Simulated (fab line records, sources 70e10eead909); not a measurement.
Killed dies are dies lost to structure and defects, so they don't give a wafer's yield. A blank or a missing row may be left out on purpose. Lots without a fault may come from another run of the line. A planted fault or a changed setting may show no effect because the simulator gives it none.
Chamber matching | flow nand_harc | NHARC_A_M0_DESCUM_14 on rie_diel-09: 4 sister chambers
The step chemistry O2, time 3 s. 20 wafers are shown with their chamber, then 10 later ones without.

WAFERS WITH THEIR CHAMBER
wafer  | chamber | oes_product_au (a.u.) | rf_vpp_V (V) | throttle_valve_pct (%)
L074.2 | 1       | 0.985                 | 56.7         | 11.314
L074.3 | 0       | 1.009                 | 57.5         | 11.301
L074.5 | 2       | 1.008                 | 58.1         | 11.309
L077.1 | 3       | 0.999                 | 58.6         | 11.320
L077.2 | 2       | 0.992                 | 58.5         | 11.314
L077.5 | 3       | 1.008                 | 59.0         | 11.316
L075.1 | 2       | 1.000                 | 58.7         | 11.297
L075.4 | 3       | 0.995                 | 57.4         | 11.305
L075.6 | 0       | 1.013                 | 57.5         | 11.305
L080.2 | 3       | 0.999                 | 59.8         | 11.305
L080.3 | 2       | 1.002                 | 57.1         | 11.311
L080.5 | 1       | 0.974                 | 58.0         | 11.299
L087.1 | 2       | 0.996                 | 58.0         | 11.308
L087.2 | 0       | 1.003                 | 58.0         | 11.321
L087.6 | 1       | 0.993                 | 57.6         | 11.319
L090.1 | 2       | 0.992                 | 59.2         | 11.313
L090.3 | 3       | 1.001                 | 57.0         | 11.305
L090.4 | 3       | 1.006                 | 60.0         | 11.313
L091.1 | 2       | 0.992                 | 59.4         | 11.326
L091.2 | 1       | 1.015                 | 57.5         | 11.298

SIGNATURES (means of the wafers above)
reading            | chamber 0 | chamber 1 | chamber 2 | chamber 3 | scatter within a chamber
oes_product_au     | 1.00833   | 0.99175   | 0.99743   | 1.00133   | 0.00902
rf_vpp_V           | 57.667    | 57.450    | 58.429    | 58.633    | 0.876
throttle_valve_pct | 11.30900  | 11.30750  | 11.31114  | 11.31067  | 0.00875
Rule: a wafer's distance from a chamber is the root of the sum, over the readings, of the square of ((its reading less the chamber's mean) divided by the reading's scatter). The wafer belongs to the nearest chamber; if the next one is less than 2 further off, it can't be placed. The scatter: the root of (the sum of the squares of (reading less its chamber's mean) over the shown wafers, divided by (wafers less chambers)).

WAFERS WITHOUT THEIR CHAMBER
wafer  | oes_product_au (a.u.) | rf_vpp_V (V) | throttle_valve_pct (%)
L091.3 | 0.999                 | 56.6         | 11.304
L091.4 | 1.009                 | 59.5         | 11.302
L091.5 | 1.010                 | 57.2         | 11.305
L091.6 | 1.001                 | 58.7         | 11.321
L096.1 | 0.992                 | 57.0         | 11.305
L096.5 | 1.003                 | 55.5         | 11.300
L096.6 | 1.004                 | 58.7         | 11.314
L097.1 | 0.999                 | 57.3         | 11.295
L097.3 | 1.012                 | 56.0         | 11.323
L097.4 | 1.000                 | 59.5         | 11.301

WHICH CHAMBER EACH WENT THROUGH
wafer  | from the rows above               | in truth
L091.3 | can't be placed: 1 or 0 or 2 or 3 | 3
L091.4 | can't be placed: 3 or 2 or 0 or 1 | 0
L091.5 | can't be placed: 0 or 3 or 1 or 2 | 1
L091.6 | can't be placed: 3 or 2 or 0 or 1 | 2
L096.1 | can't be placed: 1 or 2 or 0 or 3 | 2
L096.5 | can't be placed: 1 or 0 or 2 or 3 | 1
L096.6 | can't be placed: 3 or 2 or 0 or 1 | 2
L097.1 | can't be placed: 1 or 0 or 2 or 3 | 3
L097.3 | can't be placed: 0 or 1 or 2 or 3 | 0
L097.4 | can't be placed: 3 or 2 or 0 or 1 | 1
Placed correctly: 0 of 10. Can't be placed from these rows: 10 (the true chamber is among the candidates in 10). Placed wrongly: 0.
